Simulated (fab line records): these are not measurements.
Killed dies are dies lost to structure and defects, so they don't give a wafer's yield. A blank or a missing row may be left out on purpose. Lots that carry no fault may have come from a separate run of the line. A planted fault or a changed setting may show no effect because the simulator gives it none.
fab line records | flow nandHarc | part 1 of 2: steps 1 to 29 of 37
record lots=5 | wafers=15 | lastDay=33
route steps=1302 shown P_M1@301 P_M2@318
lots with no fault: from the same line, run without faults
startH: hours from the record's opening day to when the first of the lot's shown wafers began | waitH: time in hours since the lot's previous step | " as in the row above | L1.1+2: one row covering several wafers at once | - no value, or no start given | * or withheld: withheld | < > ~ a bound
route shown NAME@n: a module of which the file shows steps, and the number in the route of the first | usual: the fault-free wafers' mean and standard deviation | same: alike in all rows | chamber/n: place in a boat | sites: readings site by site | _std_site: their standard deviation | _edge_site: inner sites' mean taken away from outer sites' mean | radiusMm: for every site, how far away it sits from the centre of the wafer | mask NAME#n: copy n | behind: the tool/chamber that last shaped the wafer | hold: cause of the lot's hold/its duration in hours/its outcome | device: which transistor (n, p or np) failed to switch | end of line: the tests these same wafers got at the end of their route | step lacking rows: just its recipe | killed: not the wafer's yield, but the dies lost to structure and defects at the first sort | map: a wafer's dies, marking killed ones x, the rest . and places with no die _
set.NAME: the run value of the setting; set.NAME@STEP: its run value at that earlier step | model.NAME: the simulator's own value behind a step, which no gauge read
lots seen at some steps along the route; tables by step, rows by wafer
services: from which hour (startH, from the record's first day; less than 0 if before it) a tool's chamber was out of use, for how many hours, and why
## steps
# step NHARC_P_M1_CD_MEAS_16
# usual cdNm=130.0/0.57
lot.wafer | tool     | chamber | startH | waitH | cdNm
L080.2    | cdSem-02 | -       | 190.96 | -     | 128.8
L080.3    | "        | -       | "      | "     | 129.6
L080.6    | "        | -       | "      | "     | 129.1
L082.1    | cdSem-01 | -       | 208.29 | -     | 130.3
L082.3    | "        | -       | "      | "     | 131.0
L082.4    | "        | -       | "      | "     | 131.2
L084.1    | cdSem-02 | -       | 234.49 | -     | 130.5
L084.2    | "        | -       | "      | "     | 130.8
L084.6    | "        | -       | "      | "     | 130.0
L089.1    | cdSem-03 | -       | 275.30 | -     | 130.4
L089.2    | "        | -       | "      | "     | 129.6
L089.3    | "        | -       | "      | "     | 130.8
L094.1    | cdSem-01 | -       | 336.57 | -     | 129.8
L094.4    | "        | -       | "      | "     | 129.5
L094.6    | "        | -       | "      | "     | 129.3
# step NHARC_P_M1_STRIP_18
# recipe powerW=1000 | n2FlowSccm=150 | h2FlowSccm=150 | arFlowSccm=0 | biasW=0 | chemistry=N2/H2
# usual drypumpMotorCurrentA=5.6/0.37 | oesProductAu=1.000/0.0074 | rfVppV=90.4/1.1 | showerheadPlenumPTorr=2.01/0.1 | throttleValvePct=14.171/0.0089
lot.wafer | tool       | chamber | startH | waitH | drypumpMotorCurrentA | oesProductAu | rfHoursCounterH | rfVppV | showerheadPlenumPTorr | throttleValvePct
L080.3    | rieDiel-10 | 3       | 191.03 | 0.1   | 5.6                  | 0.993        | 10              | 90.3   | 1.96                  | 14.178
L080.2    | "          | 0       | "      | "     | 5.5                  | 0.999        | 11              | 91.6   | 2.19                  | 14.170
L080.6    | "          | 0       | "      | "     | 5.5                  | 0.989        | -               | 91.2   | 2.19                  | 14.167
L082.3    | rieDiel-08 | 3       | 208.36 | 0.1   | 5.3                  | 1.001        | 1               | 90.9   | 1.93                  | 14.162
L082.1    | "          | 0       | "      | "     | 5.9                  | 0.992        | 0               | 90.6   | 1.98                  | 14.162
L082.4    | "          | 2       | "      | "     | 6.0                  | 0.997        | 1               | 91.3   | 1.92                  | 14.148
L084.1    | rieDiel-08 | 1       | 234.56 | 0.1   | 5.8                  | 1.009        | 3               | 91.0   | 2.17                  | 14.169
L084.2    | "          | 0       | "      | "     | 5.9                  | 1.006        | 2               | 90.0   | 1.98                  | 14.160
L084.6    | "          | 2       | "      | "     | 6.1                  | 1.001        | -               | 90.3   | 1.92                  | 14.168
L089.1    | rieDiel-08 | 0       | 275.37 | 0.1   | 5.9                  | 0.996        | 5               | 90.9   | 1.98                  | 14.184
L089.3    | "          | 1       | "      | "     | 5.8                  | 1.010        | 6               | 92.5   | 2.17                  | 14.165
L089.2    | "          | 2       | "      | "     | 6.1                  | 1.007        | 6               | 91.2   | 1.92                  | 14.167
L094.4    | rieDiel-08 | 2       | 336.65 | 0.1   | 6.1                  | 1.010        | 10              | 90.0   | 1.92                  | 14.164
L094.1    | "          | 0       | "      | "     | 5.9                  | 0.995        | 8               | 90.5   | 1.98                  | 14.165
L094.6    | "          | 2       | "      | "     | 6.0                  | 1.004        | -               | 88.2   | 1.92                  | 14.167
# step NHARC_P_M1_ETCH_28
# recipe targetDepthA=300 | overEtchFrac=0.3 | timeS=72.99 | ionEnergyEv=150 | cf4FlowSccm=50 | n2FlowSccm=100 | arFlowSccm=150 | rfW=300 | biasW=100 | chemistry=CF4/N2
# usual drypumpMotorCurrentA=5.6/0.36 | oesProductAu=1.002/0.0072 | rfVppV=313.6/2.2 | showerheadPlenumPTorr=2.59/0.12 | throttleValvePct=19.795/0.0089
lot.wafer | tool       | chamber | startH | waitH | drypumpMotorCurrentA | oesProductAu | rfHoursCounterH | rfVppV | showerheadPlenumPTorr | throttleValvePct
L080.3    | rieDiel-10 | 2       | -      | -     | 5.1                  | 1.005        | 10              | 316.3  | 2.72                  | 19.802
L080.2    | "          | 1       | "      | "     | 5.3                  | 0.992        | 11              | 311.2  | 2.47                  | 19.779
L080.6    | "          | 3       | "      | "     | 5.6                  | 1.005        | -               | 312.2  | 2.53                  | 19.794
L082.1    | rieDiel-08 | 2       | -      | -     | 6.1                  | 1.002        | 1               | 312.1  | 2.49                  | 19.806
L082.4    | "          | 3       | "      | "     | 5.3                  | 0.998        | 1               | 311.8  | 2.49                  | 19.790
L082.3    | "          | 0       | "      | "     | 5.9                  | 1.001        | 0               | 312.2  | 2.56                  | 19.800
L084.2    | rieDiel-08 | 3       | -      | -     | 5.3                  | 0.989        | 3               | 312.6  | 2.49                  | 19.801
L084.1    | "          | 0       | "      | "     | 5.9                  | 0.999        | 2               | 312.5  | 2.56                  | 19.782
L084.6    | "          | 3       | "      | "     | 5.3                  | 1.002        | -               | 313.0  | 2.49                  | 19.805
L089.3    | rieDiel-08 | 3       | -      | -     | 5.2                  | 1.002        | 6               | 310.6  | 2.49                  | 19.791
L089.2    | "          | 0       | "      | "     | 5.9                  | 1.004        | 5               | 312.1  | 2.56                  | 19.791
L089.1    | "          | 1       | "      | "     | 5.8                  | 1.019        | 6               | 315.8  | 2.78                  | 19.822
L094.4    | rieDiel-08 | 2       | -      | -     | 6.1                  | 0.997        | 10              | 312.0  | 2.48                  | 19.783
L094.1    | "          | 0       | "      | "     | 5.8                  | 1.000        | 8               | 314.1  | 2.56                  | 19.796
L094.6    | "          | 1       | "      | "     | 5.8                  | 1.010        | -               | 316.6  | 2.78                  | 19.797
# step NHARC_P_M1_STRIP_19
# recipe timeS=600 | tempC=30 | chemistry=postEtchResidueRemover
lot.wafer  | tool        | chamber | startH | waitH
L080.3+6+2 | wetBench-08 | 0,1,3   | 191.41 | -
L082.4+3+1 | wetBench-08 | 6,7,0   | 208.74 | -
L084.1+2+6 | wetBench-10 | 1,3,5   | 234.93 | -
L089.1+2+3 | wetBench-10 | 5,7,2   | 275.74 | -
L094.6+4+1 | wetBench-08 | 1,3,4   | 337.02 | -
# step NHARC_P_M1_DEGAS_29
# recipe tempC=250 | timeS=60
# usual heaterPowerW=341/27
lot.wafer | tool          | chamber | startH | waitH | heaterPowerW
L080.2    | pvdSputter-01 | -       | 191.67 | -     | 329
L080.3    | "             | -       | "      | "     | 391
L080.6    | "             | -       | "      | "     | 312
L082.1    | pvdSputter-01 | -       | 209.00 | -     | 336
L082.3    | "             | -       | "      | "     | 310
L082.4    | "             | -       | "      | "     | 382
L084.2    | pvdSputter-03 | -       | 235.21 | -     | 337
L084.1    | "             | -       | "      | "     | 375
L084.6    | "             | -       | "      | "     | 345
L089.1    | pvdSputter-03 | -       | 276.02 | -     | 366
L089.3    | "             | -       | "      | "     | 311
L089.2    | "             | -       | "      | "     | 342
L094.4    | pvdSputter-03 | -       | 337.29 | -     | 342
L094.1    | "             | -       | "      | "     | 332
L094.6    | "             | -       | "      | "     | 338
# step NHARC_P_M1_PRE_CLEAN_30
# recipe timeS=30 | tempC=280 | gas=H2/He
# usual heaterPowerW=420/32
lot.wafer | tool          | chamber | startH | waitH | heaterPowerW
L080.3    | pvdSputter-01 | -       | -      | -     | 381
L080.2    | "             | -       | "      | "     | 464
L080.6    | "             | -       | "      | "     | 373
L082.1    | pvdSputter-01 | -       | -      | -     | 373
L082.4    | "             | -       | "      | "     | 476
L082.3    | "             | -       | "      | "     | 457
L084.1    | pvdSputter-03 | -       | -      | -     | 402
L084.2    | "             | -       | "      | "     | 410
L084.6    | "             | -       | "      | "     | 403
L089.3    | pvdSputter-03 | -       | -      | -     | 402
L089.2    | "             | -       | "      | "     | 462
L089.1    | "             | -       | "      | "     | 426
L094.4    | pvdSputter-03 | -       | -      | -     | 394
L094.1    | "             | -       | "      | "     | 422
L094.6    | "             | -       | "      | "     | 386
# step NHARC_P_M1_PVD_20
# recipe targetThkA=50 | biasV=168.6 | powerW=15000 | chamberPressurePa=0.12 | timeS=8.06 | substrateTempC=50 | material=TaN
# usual throttleValvePct=29.7/0.91
lot.wafer | tool          | chamber | startH | waitH | throttleValvePct
L080.2    | pvdSputter-01 | -       | -      | -     | 30.6
L080.3    | "             | -       | "      | "     | 28.3
L080.6    | "             | -       | "      | "     | 28.7
L082.3    | pvdSputter-01 | -       | -      | -     | 28.5
L082.4    | "             | -       | "      | "     | 30.7
L082.1    | "             | -       | "      | "     | 30.1
L084.2    | pvdSputter-03 | -       | -      | -     | 29.7
L084.1    | "             | -       | "      | "     | 29.8
L084.6    | "             | -       | "      | "     | 31.3
L089.1    | pvdSputter-03 | -       | -      | -     | 31.3
L089.3    | "             | -       | "      | "     | 29.5
L089.2    | "             | -       | "      | "     | 28.7
L094.1    | pvdSputter-03 | -       | -      | -     | 29.8
L094.4    | "             | -       | "      | "     | 31.1
L094.6    | "             | -       | "      | "     | 29.5
# step NHARC_P_M1_PVD_21
# recipe targetThkA=300 | chamberPressurePa=5 | powerW=5000 | substrateTempC=30 | timeS=20.49 | material=Cu
# usual throttleValvePct=29.7/0.95
lot.wafer | tool          | chamber | startH | waitH | throttleValvePct
L080.3    | pvdSputter-01 | -       | -      | -     | 29.9
L080.2    | "             | -       | "      | "     | 28.9
L080.6    | "             | -       | "      | "     | 28.3
L082.3    | pvdSputter-01 | -       | -      | -     | 28.9
L082.1    | "             | -       | "      | "     | 28.2
L082.4    | "             | -       | "      | "     | 30.3
L084.2    | pvdSputter-03 | -       | -      | -     | 29.6
L084.1    | "             | -       | "      | "     | 31.4
L084.6    | "             | -       | "      | "     | 29.7
L089.3    | pvdSputter-03 | -       | -      | -     | 28.3
L089.2    | "             | -       | "      | "     | 29.8
L089.1    | "             | -       | "      | "     | 31.2
L094.1    | pvdSputter-03 | -       | -      | -     | 29.6
L094.4    | "             | -       | "      | "     | 31.2
L094.6    | "             | -       | "      | "     | 29.2
# step NHARC_P_M1_ECD_22
# recipe targetThkA=4000 | bathTempC=25 | material=Cu
lot.wafer  | tool     | chamber | startH | waitH
L080.2+3+6 | ecdCu-01 | 0,1,1   | 192.04 | -
L082.1+3+4 | ecdCu-01 | 0,0,1   | 209.36 | -
L084.1+2+6 | ecdCu-02 | 1,0,0   | 235.57 | -
L089.1+2+3 | ecdCu-01 | 0,1,0   | 276.37 | -
L094.1+4+6 | ecdCu-02 | 0,1,1   | 337.70 | -
# step NHARC_P_M1_ANNEAL_31
# recipe tempC=225 | timeS=90
# usual wafer_temp_C_max=225.97/0.28
lot.wafer | tool         | chamber | startH | waitH | wafer_temp_C_max
L080.2    | rtpAnneal-02 | 0       | 192.47 | 0.4   | 226.02
L080.3    | "            | 0       | "      | "     | 226.45
L080.6    | "            | 0       | "      | "     | 226.07
L082.1    | rtpAnneal-02 | 0       | 209.73 | -     | 226.13
L082.3    | "            | 0       | "      | "     | 225.83
L082.4    | "            | 0       | "      | "     | 225.90
L084.1    | rtpAnneal-02 | 0       | 235.94 | -     | 226.37
L084.2    | "            | 0       | "      | "     | 226.59
L084.6    | "            | 0       | "      | "     | 226.13
L089.1    | rtpAnneal-02 | 0       | 276.75 | 0.3   | 226.00
L089.2    | "            | 0       | "      | "     | 226.27
L089.3    | "            | 0       | "      | "     | 225.90
L094.1    | rtpAnneal-01 | 0       | 338.02 | -     | 226.02
L094.4    | "            | 0       | "      | "     | 225.75
L094.6    | "            | 0       | "      | "     | 226.06
# step NHARC_P_M1_CMP_23
# recipe tOverpolishS=20 | targetThkNm=157.82
# usual motorCurrentA=12.4/1 | timeToEndpointS=28.4/2.4
lot.wafer | tool   | chamber | startH | waitH | motorCurrentA | timeToEndpointS
L080.2    | cmp-04 | 1       | 192.82 | -     | 12.3          | 27.9
L080.3    | "      | 2       | "      | "     | 11.9          | 27.4
L080.6    | "      | 0       | "      | "     | 12.0          | 28.4
L082.1    | cmp-02 | 2       | 210.08 | -     | 12.1          | 27.5
L082.3    | "      | 0       | "      | "     | 13.2          | 29.6
L082.4    | "      | 1       | "      | "     | 13.1          | 26.4
L084.1    | cmp-03 | 1       | 236.29 | -     | 14.6          | 33.2
L084.2    | "      | 0       | "      | "     | 12.8          | 29.8
L084.6    | "      | 2       | "      | "     | 12.3          | 30.5
L089.3    | cmp-03 | 2       | 277.12 | -     | 12.7          | 29.8
L089.1    | "      | 3       | "      | "     | 11.2          | 28.7
L089.2    | "      | 0       | "      | "     | 12.7          | 31.7
L094.1    | cmp-03 | 2       | 338.40 | -     | 12.1          | 27.1
L094.4    | "      | 3       | "      | "     | 11.5          | 32.0
L094.6    | "      | 2       | "      | "     | 13.0          | 30.0
# step NHARC_P_M1_THK_MEAS_24
# recipe thkMeasGauge=xrf
# usual thkNm=157.8/1.4
lot.wafer | tool         | chamber | startH | waitH | thkNm
L080.2    | filmMetro-01 | -       | 193.08 | -     | 156.0
L080.3    | "            | -       | "      | "     | 156.8
L080.6    | "            | -       | "      | "     | 156.9
L082.1    | filmMetro-01 | -       | 210.40 | -     | 157.2
L082.3    | "            | -       | "      | "     | 158.7
L082.4    | "            | -       | "      | "     | 156.6
L084.1    | filmMetro-02 | -       | 236.61 | -     | 159.6
L084.2    | "            | -       | "      | "     | 156.1
L084.6    | "            | -       | "      | "     | 156.5
L089.1    | filmMetro-02 | -       | 277.41 | -     | 158.9
L089.2    | "            | -       | "      | "     | 157.0
L089.3    | "            | -       | "      | "     | 158.6
L094.1    | filmMetro-01 | -       | 338.68 | -     | 157.4
L094.4    | "            | -       | "      | "     | 156.4
L094.6    | "            | -       | "      | "     | 158.9
# step NHARC_P_M1_SRD_25
lot.wafer  | tool        | chamber | startH | waitH
L080.6+2+3 | wetBench-10 | 1,4,5   | 193.12 | 0.0
L082.1+3+4 | wetBench-08 | 2,4,5   | 210.45 | 0.0
L084.1+6+2 | wetBench-08 | 1,2,5   | 236.66 | 0.0
L089.1+2+3 | wetBench-08 | 1,3,4   | 277.45 | 0.0
L094.1+6+4 | wetBench-10 | 6,7,1   | 338.73 | 0.0
# step NHARC_P_M1_INSPECT_27
# usual rawDefectCount=290/98
lot.wafer | tool             | chamber | startH | waitH | rawDefectCount
L080.2    | defectInspect-02 | -       | 193.24 | 0.0   | 153
L080.3    | "                | -       | "      | "     | 161
L080.6    | "                | -       | "      | "     | 268
L082.1    | defectInspect-01 | -       | 210.56 | 0.0   | 384
L082.3    | "                | -       | "      | "     | 444
L082.4    | "                | -       | "      | "     | 374
L084.1    | defectInspect-01 | -       | 236.79 | 0.0   | 178
L084.2    | "                | -       | "      | "     | 390
L084.6    | "                | -       | "      | "     | 269
L089.1    | defectInspect-01 | -       | 277.56 | 0.0   | 360
L089.2    | "                | -       | "      | "     | 280
L089.3    | "                | -       | "      | "     | 282
L094.1    | defectInspect-01 | -       | 338.84 | 0.0   | 356
L094.4    | "                | -       | "      | "     | 273
L094.6    | "                | -       | "      | "     | 727
# step NHARC_P_M1_PRE_CLEAN_32
# recipe timeS=12 | tempC=370 | rfPowerW=300 | gas=NH3
# usual heaterPowerW=623/62
lot.wafer | tool     | chamber | startH | waitH | heaterPowerW
L080.2    | pecvd-04 | 2       | 193.30 | 0.1   | 741
L080.3    | "        | 1       | "      | "     | 736
L080.6    | "        | 1       | "      | "     | 729
L082.3    | pecvd-04 | 1       | 210.63 | 0.1   | 647
L082.1    | "        | 0       | "      | "     | 563
L082.4    | "        | 0       | "      | "     | 560
L084.2    | pecvd-03 | 1       | 236.86 | 0.1   | 588
L084.1    | "        | 0       | "      | "     | 593
L084.6    | "        | 1       | "      | "     | 584
L089.1    | pecvd-03 | 2       | 277.63 | 0.1   | 614
L089.2    | "        | 0       | "      | "     | 593
L089.3    | "        | 1       | "      | "     | 654
L094.1    | pecvd-01 | 1       | 338.91 | 0.1   | 577
L094.4    | "        | 1       | "      | "     | 591
L094.6    | "        | 0       | "      | "     | 643
# step NHARC_P_M1_DEP_33
# recipe targetThkA=300 | tempC=370 | targetThkNm=30 | pressureTorr=3 | flowSccm=200 | rfW=450 | material=SiCN
# usual heaterPowerW=570/64
lot.wafer | tool     | chamber | startH | waitH | heaterPowerW
L080.2    | pecvd-04 | 2       | 193.38 | 0.1   | 662
L080.3    | "        | 1       | "      | "     | 624
L080.6    | "        | 1       | "      | "     | 625
L082.3    | pecvd-04 | 1       | 210.71 | 0.1   | 654
L082.1    | "        | 0       | "      | "     | 565
L082.4    | "        | 0       | "      | "     | 565
L084.2    | pecvd-03 | 1       | 236.94 | 0.1   | 517
L084.1    | "        | 0       | "      | "     | 500
L084.6    | "        | 1       | "      | "     | 524
L089.1    | pecvd-03 | 2       | 277.71 | 0.1   | 549
L089.2    | "        | 0       | "      | "     | 528
L089.3    | "        | 1       | "      | "     | 561
L094.1    | pecvd-01 | 1       | 338.99 | 0.1   | 558
L094.4    | "        | 1       | "      | "     | 566
L094.6    | "        | 0       | "      | "     | 580
# step NHARC_P_M2_DEP_00
# recipe targetThkA=1825 | targetThkNm=182.5 | tempC=withheld | pressureTorr=5 | flowSccm=200 | rfW=600 | material=SiOC
lot.wafer  | tool     | chamber | startH | waitH
L080.2+3+6 | pecvd-04 | 2,1,2   | -      | -
L082.3+1+4 | pecvd-01 | 1,2,2   | 211.12 | -
L084.1+2+6 | pecvd-03 | 1,0,2   | -      | -
L089.2+1+3 | pecvd-03 | 1,2,0   | -      | -
L094.1+4+6 | pecvd-01 | 0,2,0   | -      | -
# step NHARC_P_M2_DEHYDRATE_01
# recipe tempC=150 | timeS=120
lot.wafer  | tool          | chamber | startH | waitH
L080.2+3+6 | lithoTrack-01 | 0       | 194.17 | -
L082.1+3+4 | lithoTrack-01 | 0       | 211.52 | -
L084.1+2+6 | lithoTrack-06 | 0       | 237.75 | -
L089.1+2+3 | lithoTrack-01 | 0       | 278.51 | -
L094.1+4+6 | lithoTrack-06 | 0       | 339.85 | -
# step NHARC_P_M2_HMDS_02
# recipe timeS=30
lot.wafer  | tool          | chamber | startH | waitH
L080.2+3+6 | lithoTrack-01 | 0       | -      | -
L082.1+3+4 | lithoTrack-01 | 0       | -      | -
L084.1+2+6 | lithoTrack-06 | 0       | -      | -
L089.1+2+3 | lithoTrack-01 | 0       | -      | -
L094.1+4+6 | lithoTrack-06 | 0       | -      | -
# step NHARC_P_M2_COAT_34
# recipe tempC=200 | timeS=65
lot.wafer  | tool          | chamber | startH | waitH
L080.2+3+6 | lithoTrack-01 | 0       | -      | -
L082.1+3+4 | lithoTrack-01 | 0       | -      | -
L084.1+2+6 | lithoTrack-06 | 0       | -      | -
L089.1+2+3 | lithoTrack-01 | 0       | -      | -
L094.1+4+6 | lithoTrack-06 | 0       | -      | -
# step NHARC_P_M2_COAT_03
# recipe spinRpm=1500 | resistThkNm=90
# usual spinSpeedRpm=1499.8/0.94
lot.wafer | tool          | chamber | startH | waitH | spinSpeedRpm
L080.2    | lithoTrack-01 | 0       | -      | -     | 1500.2
L080.3    | "             | 0       | "      | "     | 1498.8
L080.6    | "             | 0       | "      | "     | 1499.3
L082.1    | lithoTrack-01 | 0       | -      | -     | 1497.9
L082.3    | "             | 0       | "      | "     | 1501.4
L082.4    | "             | 0       | "      | "     | 1499.7
L084.1    | lithoTrack-06 | 0       | -      | -     | 1500.1
L084.2    | "             | 0       | "      | "     | 1498.6
L084.6    | "             | 0       | "      | "     | 1498.8
L089.1    | lithoTrack-01 | 0       | -      | -     | 1497.6
L089.2    | "             | 0       | "      | "     | 1499.1
L089.3    | "             | 0       | "      | "     | 1498.9
L094.1    | lithoTrack-06 | 0       | -      | -     | 1499.1
L094.4    | "             | 0       | "      | "     | 1501.0
L094.6    | "             | 0       | "      | "     | 1498.8
# step NHARC_P_M2_SOFTBAKE_04
# recipe tempC=105 | timeS=55
lot.wafer  | tool          | chamber | startH | waitH
L080.2+3+6 | lithoTrack-01 | 0       | -      | -
L082.1+3+4 | lithoTrack-01 | 0       | -      | -
L084.1+2+6 | lithoTrack-06 | 0       | -      | -
L089.1+2+3 | lithoTrack-01 | 0       | -      | -
L094.1+4+6 | lithoTrack-06 | 0       | -      | -
# step NHARC_P_M2_EBR_05
lot.wafer  | tool          | chamber | startH | waitH
L080.2+3+6 | lithoTrack-01 | 0       | -      | -
L082.1+3+4 | lithoTrack-01 | 0       | -      | -
L084.1+2+6 | lithoTrack-06 | 0       | -      | -
L089.1+2+3 | lithoTrack-01 | 0       | -      | -
L094.1+4+6 | lithoTrack-06 | 0       | -      | -
# step NHARC_P_M2_EXPOSE_06
# recipe na=1.35 | targetCdNm=170 | doseMj=80.78 | maskId=P_M2
# usual stageVelMmS=500.02/0.24
lot.wafer | tool           | chamber | startH | waitH | mask   | stageVelMmS
L080.2    | arfiScanner-03 | 0       | 194.47 | -     | P_M2#0 | 500.34
L080.3    | "              | 0       | "      | "     | P_M2#0 | 500.06
L080.6    | "              | 0       | "      | "     | P_M2#0 | 500.38
L082.1    | arfiScanner-03 | 0       | 211.81 | -     | P_M2#0 | 499.69
L082.3    | "              | 0       | "      | "     | P_M2#0 | 499.87
L082.4    | "              | 0       | "      | "     | P_M2#0 | 499.43
L084.1    | arfiScanner-01 | 0       | 238.04 | -     | P_M2#0 | 499.77
L084.2    | "              | 0       | "      | "     | P_M2#0 | 500.14
L084.6    | "              | 0       | "      | "     | P_M2#0 | 500.11
L089.1    | arfiScanner-02 | 0       | 278.80 | -     | P_M2#0 | 499.89
L089.2    | "              | 0       | "      | "     | P_M2#0 | 499.92
L089.3    | "              | 0       | "      | "     | P_M2#0 | 500.23
L094.1    | arfiScanner-03 | 0       | 340.02 | -     | P_M2#0 | 500.07
L094.4    | "              | 0       | "      | "     | P_M2#0 | 499.94
L094.6    | "              | 0       | "      | "     | P_M2#0 | 500.44
# step NHARC_P_M2_PEB_07
# recipe pebTempC=100 | pebTimeS=65
lot.wafer  | tool          | chamber | startH | waitH
L080.2+3+6 | lithoTrack-04 | 0       | 194.52 | 0.1
L082.1+3+4 | lithoTrack-04 | 0       | 211.87 | 0.1
L084.1+2+6 | lithoTrack-06 | 0       | 238.10 | 0.1
L089.1+2+3 | lithoTrack-01 | 0       | 278.86 | 0.1
L094.1+4+6 | lithoTrack-01 | 0       | 340.08 | 0.1
# step NHARC_P_M2_DEVELOP_08
# recipe developTimeS=35 | devTempC=23
lot.wafer  | tool          | chamber | startH | waitH
L080.2+3+6 | lithoTrack-04 | 0       | -      | -
L082.1+3+4 | lithoTrack-04 | 0       | -      | -
L084.1+2+6 | lithoTrack-06 | 0       | -      | -
L089.1+2+3 | lithoTrack-01 | 0       | -      | -
L094.1+4+6 | lithoTrack-01 | 0       | -      | -
# step NHARC_P_M2_CD_MEAS_09
# recipe targetCdNm=170 | landingEnergyEv=500
# usual cdNm=169.9/0.5
lot.wafer | tool     | chamber | startH | waitH | cdNm
L080.2    | cdSem-02 | 0       | 194.60 | -     | 168.8
L080.3    | "        | 0       | "      | "     | 170.0
L080.6    | "        | 0       | "      | "     | 168.8
L082.1    | cdSem-02 | 0       | 211.96 | -     | 169.7
L082.3    | "        | 0       | "      | "     | 169.1
L082.4    | "        | 0       | "      | "     | 170.1
L084.1    | cdSem-03 | 0       | 238.18 | -     | 169.5
L084.2    | "        | 0       | "      | "     | 169.7
L084.6    | "        | 0       | "      | "     | 169.5
L089.1    | cdSem-03 | 0       | 278.94 | -     | 169.0
L089.2    | "        | 0       | "      | "     | 169.7
L089.3    | "        | 0       | "      | "     | 169.7
L094.1    | cdSem-01 | 0       | 340.16 | -     | 169.7
L094.4    | "        | 0       | "      | "     | 170.6
L094.6    | "        | 0       | "      | "     | 169.9
# step NHARC_P_M2_OVL_MEAS_10
# recipe pitchNm=340
# usual overlayXNm=-0.2/0.78 | overlayYNm=0.2/0.66
lot.wafer | tool       | chamber | startH | waitH | overlayXNm | overlayYNm
L080.2    | overlay-02 | -       | 194.69 | -     | 0.6        | 1.2
L080.3    | "          | -       | "      | "     | 0.1        | 1.4
L080.6    | "          | -       | "      | "     | -0.3       | 0.9
L082.1    | overlay-01 | -       | 212.05 | -     | 0.3        | -0.4
L082.3    | "          | -       | "      | "     | 0.2        | -0.4
L082.4    | "          | -       | "      | "     | 0.2        | -0.2
L084.1    | overlay-01 | -       | 238.27 | -     | -0.1       | 0.7
L084.2    | "          | -       | "      | "     | -0.8       | 0.3
L084.6    | "          | -       | "      | "     | -0.2       | 0.8
L089.1    | overlay-02 | -       | 279.02 | -     | 0.9        | 0.7
L089.2    | "          | -       | "      | "     | 0.6        | 0.6
L089.3    | "          | -       | "      | "     | 0.6        | 0.6
L094.1    | overlay-01 | -       | 340.25 | -     | 0.1        | -0.9
L094.4    | "          | -       | "      | "     | 0.3        | -0.4
L094.6    | "          | -       | "      | "     | 0.4        | -1.1
# step NHARC_P_M2_INSPECT_11
# usual rawDefectCount=4.7/2.7
lot.wafer | tool             | chamber | startH | waitH | rawDefectCount
L080.2    | defectInspect-01 | -       | 194.73 | 0.0   | 9
L080.3    | "                | -       | "      | "     | 7
L080.6    | "                | -       | "      | "     | 4
L082.1    | defectInspect-01 | -       | 212.08 | 0.0   | 8
L082.3    | "                | -       | "      | "     | 3
L082.4    | "                | -       | "      | "     | 6
L084.1    | defectInspect-01 | -       | 238.31 | 0.0   | 6
L084.2    | "                | -       | "      | "     | 12
L084.6    | "                | -       | "      | "     | 8
L089.1    | defectInspect-01 | -       | 279.06 | 0.0   | 6
L089.2    | "                | -       | "      | "     | 1
L089.3    | "                | -       | "      | "     | 1
L094.1    | defectInspect-02 | -       | 340.28 | 0.0   | 2
L094.4    | "                | -       | "      | "     | 6
L094.6    | "                | -       | "      | "     | 3
